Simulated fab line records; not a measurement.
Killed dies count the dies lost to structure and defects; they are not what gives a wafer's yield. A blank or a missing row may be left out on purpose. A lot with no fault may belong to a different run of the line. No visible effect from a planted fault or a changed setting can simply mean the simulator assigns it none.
The tool behind it: which one? ; flow n5_finfet ; 9 lots, 27 wafers sampled, at 6 steps of a route of 1938

== WHAT THE GAUGES SHOWED, per wafer ==
N5_BEOL_M3_INSPECT_13: inspects for defects (brightfield). Usual: raw_defect_count at 426, with a standard deviation of 90.
lot;measured;on;raw_defect_count;flag
L466;day 7 16:44;defect_inspect-02;536 542 407;
L468;day 8 10:44;defect_inspect-01;471 368 329;
L471;day 8 21:04;defect_inspect-01;363 324 365;
L470;day 9 01:40;defect_inspect-01;427 308 402;
L472;day 9 02:25;defect_inspect-01;397 472 390;
L473;day 9 08:53;defect_inspect-02;411 412 391;
L477;day 10 05:39;defect_inspect-02;329 277 489;
L479;day 11 08:32;defect_inspect-01;314 357 340;
L480;day 11 09:11;defect_inspect-02;566 412 383;

N5_BEOL_M3_OVL_MEAS_29. Usual: V2_OVL 0.2 nm, standard deviation 0.77.
lot;measured;on;V2_OVL (nm);flag
L466;day 7 17:38;overlay-01;-0.2 0.5 0.5;
L468;day 8 11:50;overlay-01;0.3 -0.6 1.0;
L471;day 8 22:22;overlay-02;4.6 4.0 4.5;OFF
L470;day 9 02:53;overlay-02;4.8 5.0 5.3;OFF
L472;day 9 03:13;overlay-01;3.0 3.9 4.3;OFF
L473;day 9 09:45;overlay-02;4.6 4.6 3.4;OFF
L477;day 10 07:11;overlay-02;0.6 1.0 0.1;
L479;day 11 09:24;overlay-01;-0.1 1.2 1.0;
L480;day 11 10:04;overlay-02;1.9 0.6 0.2;

N5_BEOL_M4_RC_MEAS_101. Usual: DIBL_N 36.4 mV/V, standard deviation 1.5; DIBL_P 36.4 mV/V, standard deviation 1.6; IOFF_N 0.164 nA/um, standard deviation 0.025; IOFF_P 0.214 nA/um, standard deviation 0.028; ION_N 675 uA/um, standard deviation 9.9; ION_P 463 uA/um, standard deviation 6.5; SS_N 71.5 mV/dec, standard deviation 0.5; SS_P 73.3 mV/dec, standard deviation 0.56; VT_N 249.2 mV, standard deviation 2.7; VT_P -250.1 mV, standard deviation 2.8.
lot;measured;on;DIBL_N (mV/V);DIBL_P (mV/V);IOFF_N (nA/um);IOFF_P (nA/um);ION_N (uA/um);ION_P (uA/um);SS_N (mV/dec);SS_P (mV/dec);VT_N (mV);VT_P (mV);flag
L466;day 8 15:07;prober-01;36.4 34.1 35.7;36.9 34.1 35.4;0.153 0.111 0.134;0.173 0.145 0.160;671 657 656;455 440 447;71.8 70.8 71.7;73.3 72.7 73.6;248.6 256.2 252.8;-253.4 -257.7 -254.4;
L468;day 9 03:50;prober-01;36.7 38.0 37.8;33.8 35.8 35.7;0.152 0.176 0.173;0.187 0.214 0.210;670 691 678;459 470 457;71.3 71.4 72.0;72.3 74.1 73.6;250.7 247.4 246.8;-252.1 -250.6 -251.4;
L471;day 9 21:47;prober-01;35.3 35.9 35.8;38.5 37.9 37.8;0.150 0.158 0.153;0.253 0.246 0.246;665 671 669;468 469 462;71.6 71.8 71.8;73.5 74.0 73.8;251.1 251.9 252.0;-244.9 -246.6 -245.0;
L470;day 9 22:43;prober-01;38.0 39.0 38.1;38.1 39.0 37.9;0.188 0.219 0.191;0.232 0.242 0.228;679 694 688;458 469 466;71.8 72.1 71.2;73.6 73.2 74.3;246.1 242.9 244.9;-248.4 -249.2 -249.0;
L472;day 10 00:44;prober-01;38.2 38.7 38.6;35.8 36.1 36.6;0.172 0.184 0.187;0.221 0.239 0.254;674 681 675;459 470 465;72.2 72.0 71.8;73.0 73.4 73.6;249.4 246.6 245.5;-249.3 -247.6 -248.3;
L473;day 10 03:02;prober-01;36.6 36.8 37.5;35.7 35.6 36.3;0.166 0.178 0.184;0.235 0.235 0.242;669 674 681;464 465 456;70.9 71.5 72.0;73.8 73.2 73.2;247.2 247.5 246.3;-249.2 -249.1 -250.3;
L477;day 11 03:19;prober-01;37.4 37.2 37.9;38.4 38.6 38.8;0.186 0.181 0.203;0.244 0.239 0.244;676 677 679;466 464 458;71.7 71.7 72.0;73.3 73.4 73.5;248.0 249.7 248.6;-251.3 -250.6 -246.8;
L479;day 12 05:47;prober-02;36.1 34.7 36.1;35.7 34.1 36.0;0.175 0.146 0.174;0.209 0.191 0.210;686 675 682;466 464 459;71.6 71.5 71.4;72.9 72.1 73.4;244.6 250.2 249.9;-251.3 -250.9 -251.5;
L480;day 12 08:25;prober-01;37.9 36.9 38.5;38.7 37.5 39.4;0.222 0.207 0.247;0.244 0.225 0.256;696 697 703;468 468 469;72.3 71.7 71.3;73.6 74.4 74.2;246.7 245.8 242.5;-248.5 -249.9 -246.1;

== WHICH TOOL RAN EACH LOT (tool, then ch and the chambers of the sampled wafers, then the start) ==
lot;N5_BEOL_M3_ETCH_64;N5_BEOL_M3_EXPOSE_25;N5_BEOL_M3_ETCH_69
L466;rie_diel-05 ch 1,2, day 7 16:51;euv_scanner-02 ch 0, day 7 17:28;rie_diel-05 ch 0,1,2, day 7 17:47
L468;rie_diel-05 ch 0,2,3, day 8 10:58;euv_scanner-02 ch 0, day 8 11:40;rie_diel-03 ch 0,1,3, day 8 11:57
L471;rie_diel-03 ch 0,1,2, day 8 21:21;euv_scanner-02 ch 0, day 8 22:11;rie_diel-03 ch 0,1, day 8 22:29
L470;rie_diel-05 ch 0,2, day 9 02:11;euv_scanner-02 ch 0, day 9 02:43;rie_diel-06 ch 0,1,3, day 9 03:21
L472;rie_diel-05 ch 0,2, day 9 02:32;euv_scanner-02 ch 0, day 9 03:03;rie_diel-05 ch 0,3, day 9 03:24
L473;rie_diel-03 ch 0,2,3, day 9 09:00;euv_scanner-02 ch 0, day 9 09:35;rie_diel-05 ch 0,2,3, day 9 09:54
L477;rie_diel-06 ch 0,1,2, day 10 06:17;euv_scanner-01 ch 0, day 10 07:01;rie_diel-05 ch 0,1,3, day 10 07:23
L479;rie_diel-05 ch 1,2, day 11 08:39;euv_scanner-01 ch 0, day 11 09:13;rie_diel-06 ch 0,1,2, day 11 09:32
L480;rie_diel-06 ch 0,2, day 11 09:21;euv_scanner-01 ch 0, day 11 09:53;rie_diel-06 ch 0,3, day 11 10:11
- N5_BEOL_M3_ETCH_64: etches SOC in N2/H2, target depth 75 nm, overetch 15 nm, time 112.5 s.
- N5_BEOL_M3_EXPOSE_25: exposes mask V2, defocus 5 nm.
- N5_BEOL_M3_ETCH_69: etches SiARC in CF4, target depth 15.6 nm, time 26 s.

== AS READ BY THE TOOLS THEMSELVES (means over the sampled wafers that have a number; for cases with no such wafer, the mark the record gives instead) ==
N5_BEOL_M3_ETCH_64. Usual: drypump_motor_current_A 5.4 A, standard deviation 0.4; oes_product_au 0.62 a.u., standard deviation 0.069; rf_vpp_V 524.7 V, standard deviation 2.3; showerhead_plenum_p_Torr 2.57 Torr, standard deviation 0.08; throttle_valve_pct 17.78 %, standard deviation 0.25.
lot;tool;drypump_motor_current_A (A);oes_product_au (a.u.);rf_vpp_V (V);showerhead_plenum_p_Torr (Torr);throttle_valve_pct (%);flag
L466;rie_diel-05;5.9;0.55;522.3;2.47;18.21;
L468;rie_diel-05;5.6;0.58;523.9;2.56;17.82;
L471;rie_diel-03;5.1;0.63;524.4;2.59;17.65;
L470;rie_diel-05;5.5;0.58;523.7;2.53;17.75;
L472;rie_diel-05;5.8;0.57;523.5;2.51;18.00;
L473;rie_diel-03;5.1;0.65;525.2;2.56;17.58;
L477;rie_diel-06;5.5;0.62;522.8;2.48;18.07;
L479;rie_diel-05;5.7;0.73;526.7;2.64;17.83;
L480;rie_diel-06;5.6;0.58;520.6;2.43;18.20;

N5_BEOL_M3_ETCH_69. Usual: drypump_motor_current_A 5.6 A, standard deviation 0.5; etch_rf_on_time_s 26.2 s, standard deviation 0.39; oes_product_au 0.67 a.u., standard deviation 0.069; rf_vpp_V 184.1 V, standard deviation 1.1; showerhead_plenum_p_Torr 2.15 Torr, standard deviation 0.065; throttle_valve_pct 15.65 %, standard deviation 0.23.
lot;tool;drypump_motor_current_A (A);etch_rf_on_time_s (s);oes_product_au (a.u.);rf_vpp_V (V);showerhead_plenum_p_Torr (Torr);throttle_valve_pct (%);flag
L466;rie_diel-05;5.6;26.2;0.61;183.4;2.10;15.79;
L468;rie_diel-03;5.2;26.4;0.64;184.7;2.19;15.59;
L471;rie_diel-03;5.2;26.3;0.60;185.2;2.21;15.68;
L470;rie_diel-06;5.8;25.7;0.71;183.9;2.14;15.62;
L472;rie_diel-05;5.4;26.2;0.63;184.8;2.20;15.57;
L473;rie_diel-05;5.6;26.3;0.62;184.0;2.16;15.68;
L477;rie_diel-05;5.4;25.8;0.69;184.5;2.21;15.57;
L479;rie_diel-06;5.5;25.8;0.65;183.3;2.09;15.85;
L480;rie_diel-06;5.9;26.2;0.66;183.9;2.09;15.71;

== THE ANSWER, worked out from the rows above alone ==
Rule: lot off if the mean of its wafers having a number is beyond 3 standard deviations from the usual mean. A lot without any number at a reading at which 4 lots or more have one is off too. Where the step has rows for the other lots, those lots are counted as sound. After the gauges, taken in route order, come the tools' own readings; for these a lot's mean is taken, as printed above. At the first step where some lot is off, the reading lying furthest off is the one used; lots without a number count as furthest.
Off: L471, L470, L472, L473, seen at N5_BEOL_M3_OVL_MEAS_29 (V2_OVL).
A tool fits if, at a process step before that reading, it ran every lot that is off, and no sound lot after the first of them. The gauges at N5_BEOL_M3_OVL_MEAS_29 are tried like those tools. One candidate fits, namely euv_scanner-02 at N5_BEOL_M3_EXPOSE_25. A fault onset in the window from L468 (day 8 11:40, its last sound lot) to L471 (day 8 22:11, its first lot off) fits.

== WHAT WAS PUT IN BY THE SIMULATOR ==
Scanner matching overlay: euv_scanner-02, from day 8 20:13 on, at N5_BEOL_M3_EXPOSE_25. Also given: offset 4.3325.
Shown lots that were struck: L471, L470, L472, L473. The rule above found the same.
